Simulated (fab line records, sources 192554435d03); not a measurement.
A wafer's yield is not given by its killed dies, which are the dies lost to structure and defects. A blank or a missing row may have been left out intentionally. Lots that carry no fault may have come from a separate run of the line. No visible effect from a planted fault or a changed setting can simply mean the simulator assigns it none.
Chamber matching || flow n5Finfet || rieDiel-03 running N5_BEOL_M4_DESCUM_16: 4 sister chambers
The step chemistry O2, time 7 s. 4 wafers are shown with their chamber, then 8 later ones without.

EACH WAFER AND ITS CHAMBER
{"wafer": "L085.6", "chamber": 0, "showerheadPlenumPTorr (Torr)": 2.16}
{"wafer": "L088.1", "chamber": 1, "showerheadPlenumPTorr (Torr)": 2.21}
{"wafer": "L088.3", "chamber": 3, "showerheadPlenumPTorr (Torr)": 1.97}
{"wafer": "L091.1", "chamber": 2, "showerheadPlenumPTorr (Torr)": 2.19}

WAFERS MISSING THEIR CHAMBER
{"wafer": "L091.4", "showerheadPlenumPTorr (Torr)": 1.97}
{"wafer": "L091.5", "showerheadPlenumPTorr (Torr)": 2.21}
{"wafer": "L093.1", "showerheadPlenumPTorr (Torr)": 2.21}
{"wafer": "L093.4", "showerheadPlenumPTorr (Torr)": 2.21}
{"wafer": "L093.6", "showerheadPlenumPTorr (Torr)": 2.15}
{"wafer": "L094.1", "showerheadPlenumPTorr (Torr)": 2.15}
{"wafer": "L094.5", "showerheadPlenumPTorr (Torr)": 2.15}
{"wafer": "L094.6", "showerheadPlenumPTorr (Torr)": 2.19}

THE CHAMBER EACH PASSED THROUGH
{"wafer": "L091.4", "from the rows above": 3, "in truth": 3}
{"wafer": "L091.5", "from the rows above": 1, "in truth": 1}
{"wafer": "L093.1", "from the rows above": 1, "in truth": 1}
{"wafer": "L093.4", "from the rows above": 1, "in truth": 1}
{"wafer": "L093.6", "from the rows above": 0, "in truth": 0}
{"wafer": "L094.1", "from the rows above": 0, "in truth": 0}
{"wafer": "L094.5", "from the rows above": 0, "in truth": 0}
{"wafer": "L094.6", "from the rows above": 2, "in truth": 2}
Placed correctly: 8 of 8. Left unplaced by these rows: 0. Placed wrongly: 0.
How it was worked out, from the rows above alone: a wafer's distance from a chamber is the root of the sum, over the readings, of the square of ((its reading less the chamber's mean) divided by the reading's scatter). If the next closest chamber is less than 2 further off than the closest, the wafer can't be placed; otherwise it belongs to the closest. The mean given for a chamber averages the wafers shown for that chamber. The scatter: root of mean squared gap, hidden wafer to nearest shown wafer, with one shown wafer a chamber.
